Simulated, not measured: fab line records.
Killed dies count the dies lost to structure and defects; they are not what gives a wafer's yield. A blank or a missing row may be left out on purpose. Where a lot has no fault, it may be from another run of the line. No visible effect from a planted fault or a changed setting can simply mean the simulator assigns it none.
A struck lot beside a sound one	flow nand_harc	14 steps out of a route of 1159
Sound: these wafers, L257.2, L257.5, L257.6. Struck: wafers L269.1, L269.5, L269.6. The cause is given at the end.
Order at every step that has rows: each side's tool, ch and its chambers, its first start. Under that, the readings that differ: sound wafers	struck wafers	difference of the means	sigmas: that difference in standard deviations of wafers without a fault.
alike: words and numbers the same on both sides, and readings whose means are apart by under 2 such deviations; not compared: readings that were withheld, readings missing a value for some wafer, numbers with overlapping values and no deviation given by the record, and bounds like >300 which may hide the same value.
The two part at a step that has a row with sigmas, a row that says differs or no value, or rows on one side only. Non-overlapping numbers with no deviation appear without sigmas and do not part them. Lack of a reading on every wafer of one side parts them only where that side has two or more wafers.

NHARC_A_ZERO_WELL_INSPECT_17:
  sound on defect_inspect-02 at day 7 00:43; struck on defect_inspect-01 at day 9 20:18
  alike: raw_defect_count
then, 3 steps without rows for these wafers: NHARC_A_SOURCE_PLATE_PRECLEAN_00 (cleans in HF-LAST, time 60 s); NHARC_A_SOURCE_PLATE_SRD_01; NHARC_A_SOURCE_PLATE_OXIDE_02 (material SiO2, target thk 10 nm, ox time 1362 s).
NHARC_A_SOURCE_PLATE_THK_MEAS_09: measures by ellipsometry.
  sound on film_metro-01 at day 7 11:41; struck on film_metro-01 at day 10 06:36
  alike: thk_nm
then, 3 steps without rows for these wafers: NHARC_A_SOURCE_PLATE_PVD_04 (deposits WSi2, target thk 50 nm); NHARC_A_SOURCE_PLATE_CVD_03 (deposits poly-Si, target thk 200 nm, time 4000 s); NHARC_A_SOURCE_PLATE_ANNEAL_05 (time 1800 s).
NHARC_A_SOURCE_PLATE_THK_MEAS_06: measures by ellipsometry.
  sound on film_metro-02 at day 8 01:03; struck on film_metro-02 at day 10 20:17
  alike: thk_nm
NHARC_A_SOURCE_PLATE_INSPECT_08:
  sound on defect_inspect-01 at day 8 01:07; struck on defect_inspect-02 at day 10 20:21
  alike: raw_defect_count
NHARC_A_ONON_D1_DEP_00: target thk 1000 nm.
  sound on pecvd_onon-03 ch 0, day 8 01:14; struck on pecvd_onon-04 ch 0, day 10 20:25
  alike: n2_flow_sccm, n2o_flow_sccm
NHARC_A_ONON_D1_THK_MEAS_02: measures by ellipsometry.
  sound on film_metro-02 at day 8 01:42; struck on film_metro-02 at day 10 20:56
reading	sound	struck	difference	sigmas
thk_nm (nm)	1003 1004 1003	1352 1352 1351	+348	+38
after that, 1 step with no rows for these wafers: NHARC_A_ONON_D1_DEP_03 (target thk 1000 nm).
-- the record jumps here: 11 days lie between the struck wafers' starts before and after (it left off in module A_ONON_D1 and takes up again in module END, whose first step shown is number 1159 of the route) --
NHARC_END_SORT_01:
  sound on prober-02 ch 0, day 19 22:02; struck on prober-02 ch 0, day 22 08:21
reading	sound	struck	difference	sigmas
killed_at_array	14 11 9	671 677 675	+663	+60
killed_dies	17 13 13	677 677 677	+663	+55
  alike: killed_at_other, killed_at_periphery, killed_open, killed_short

== WHERE THEY PART ==
Earliest at NHARC_A_ONON_D1_THK_MEAS_02; latest, in this record, at NHARC_END_SORT_01.

WHY: what the simulator had put in
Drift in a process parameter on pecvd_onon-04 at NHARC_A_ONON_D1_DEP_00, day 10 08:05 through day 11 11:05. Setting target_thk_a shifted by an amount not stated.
